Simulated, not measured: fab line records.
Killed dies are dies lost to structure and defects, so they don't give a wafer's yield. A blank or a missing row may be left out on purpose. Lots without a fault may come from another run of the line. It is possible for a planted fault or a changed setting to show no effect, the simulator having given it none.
The tool behind it: which one? + flow nand harc + 36 wafers sampled from 12 lots at 1 step of a route of 1302

## WHAT THE GAUGES READ, wafer by wafer
NHARC_P_ZERO_WELL_CD_MEAS_11 targets a cd of 500 nm.
| lot  | measured     | on        | cd nm (nm)        |
|------|--------------|-----------|-------------------|
| L075 | day 2 07:14  | cd sem-03 | 501.8 497.8 499.7 |
| L077 | day 3 03:08  | cd sem-01 | 499.7 501.7 500.7 |
| L079 | day 3 23:07  | cd sem-03 | 500.0 502.4 502.6 |
| L081 | day 4 19:14  | cd sem-02 | 497.5 501.6 497.9 |
| L083 | day 5 15:16  | cd sem-03 | 501.1 500.3 499.2 |
| L085 | day 6 11:14  | cd sem-02 | 498.9 501.1 501.6 |
| L087 | day 7 07:07  | cd sem-03 | 499.6 503.8 503.9 |
| L089 | day 8 03:18  | cd sem-02 | 505.7 496.7 501.1 |
| L091 | day 8 23:15  | cd sem-02 | 498.7 499.8 498.4 |
| L093 | day 9 19:15  | cd sem-02 | 503.9 502.3 503.3 |
| L095 | day 10 15:15 | cd sem-02 | 498.4 498.4 499.7 |
| L097 | day 11 11:14 | cd sem-02 | 500.0 500.6 499.9 |

## EACH LOT AND THE TOOL THAT RAN IT (in order: tool; ch and the chambers of the sampled wafers; start)
Before these readings, the record contains no process step.

## THE ANSWER, worked out from the rows above alone
Rule: the lots themselves supply what counts as usual. Put in order of their means at a reading, lots are off if they are a third of the lots or fewer, leave a main group of 4 or more, and stand apart from it by a gap of 3 or more times the standard deviation of the main group's means; of several such gaps the widest counts. The tables above print the reading to a certain number of digits; a main group whose means all agree to those digits is not used. Also off: a lot with no number at a reading for which 4 or more lots have one. All remaining lots with rows at the step are treated as sound.
None of the lots is off at any reading shown; this tells nothing.

## WHAT THE SIMULATOR HAD PUT IN
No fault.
